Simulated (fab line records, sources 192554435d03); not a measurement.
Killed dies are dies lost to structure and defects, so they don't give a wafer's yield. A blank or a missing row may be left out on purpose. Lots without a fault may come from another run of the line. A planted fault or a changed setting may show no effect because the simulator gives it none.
A struck lot beside a sound one | flow n5_finfet | 14 steps out of a route of 1938
Sound: wafers L682.3, L682.4, L682.6. Struck: wafers L674.4, L674.5, L674.6. The cause comes at the end.
At each step with rows: each side's tool, then ch and its chambers, then its first start. Under that, the readings that differ: sound wafers | struck wafers | difference of the means | sigmas: that difference in standard deviations of wafers without a fault.
alike: readings whose means differ by less than 2 such deviations, and words and numbers that are the same on both sides. not compared: withheld readings, readings that some wafer has no value for, bounds like >300 that may hide the same value, and numbers for which the record gives no deviation and whose values overlap.
The two part at a step that has a row with sigmas, a row that says differs or no value, or rows on one side only. Numbers that don't overlap but have no deviation are shown without sigmas and don't part them. A reading that every wafer of one side lacks parts them only if that side has two wafers or more.

N5_PASSIVATION_STRIP_14: strips in O2.
  sound on rie_diel-05 ch 1,2,3, day 17 19:58; struck on rie_diel-02 ch 0,2,3, day 14 19:31
  alike: chamber_pressure_mTorr, drypump_motor_current_A, oes_product_au, rf_vpp_V, showerhead_plenum_p_Torr, throttle_valve_pct
  not compared: rf_hours_counter_h
N5_PASSIVATION_ETCH_15: etches SiCN in CF4/N2, target depth 75 nm, time 81.2 s.
  sound on rie_diel-05 ch 1,2,3; struck on rie_diel-02 ch 0,2,3
  alike: chamber_pressure_mTorr, drypump_motor_current_A, oes_product_au, rf_vpp_V, showerhead_plenum_p_Torr, throttle_valve_pct
  not compared: rf_hours_counter_h
then, 3 steps without rows for these wafers: N5_PASSIVATION_STRIP_73 (strips in post etch residue remover, time 60 s); N5_PASSIVATION_SRD_17 (time 30 s, dry time 30 s); N5_PASSIVATION_DEGAS_18 (time 60 s).
N5_PASSIVATION_PRE_CLEAN_19:
  sound on pvd_sputter-01, day 17 20:33; struck on pvd_sputter-01, day 14 22:59
  alike: heater_power_w
N5_PASSIVATION_SPUTTER_20: material TaN, target thk 50 nm.
  sound on pvd_sputter-01, day 17 20:35; struck on pvd_sputter-01, day 14 23:02
  alike: throttle_valve_pct
N5_PASSIVATION_AL_DEP_21: deposits Al, target thk 2800 nm, time 170 s.
  sound on pvd_sputter-01, day 17 20:41; struck on pvd_sputter-01, day 14 23:08
  alike: throttle_valve_pct
then, 4 steps without rows for these wafers: N5_PASSIVATION_HMDS_23 (time 60 s); N5_PASSIVATION_COAT_24; N5_PASSIVATION_EBR_26; N5_PASSIVATION_SOFTBAKE_25 (time 90 s).
N5_PASSIVATION_EXPOSE_27: exposes mask PAD, defocus 0 nm.
  sound on krf_scanner-01 ch 0, day 17 21:00; struck on krf_scanner-02, day 14 23:34
  no value came back on the struck wafers for exposure_dose_mJ_cm2, focus_offset_nm (nm); on the sound wafers exposure_dose_mJ_cm2 reads 32.33 32.31 32.30
  alike: mask
then, 1 step without rows for these wafers: N5_PASSIVATION_PEB_28.

WHERE THEY PART
Only at N5_PASSIVATION_EXPOSE_27, within this record.

WHY: what the simulator had put in
Skipped step whole: krf_scanner-02, from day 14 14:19 on, at N5_PASSIVATION_EXPOSE_27. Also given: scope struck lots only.
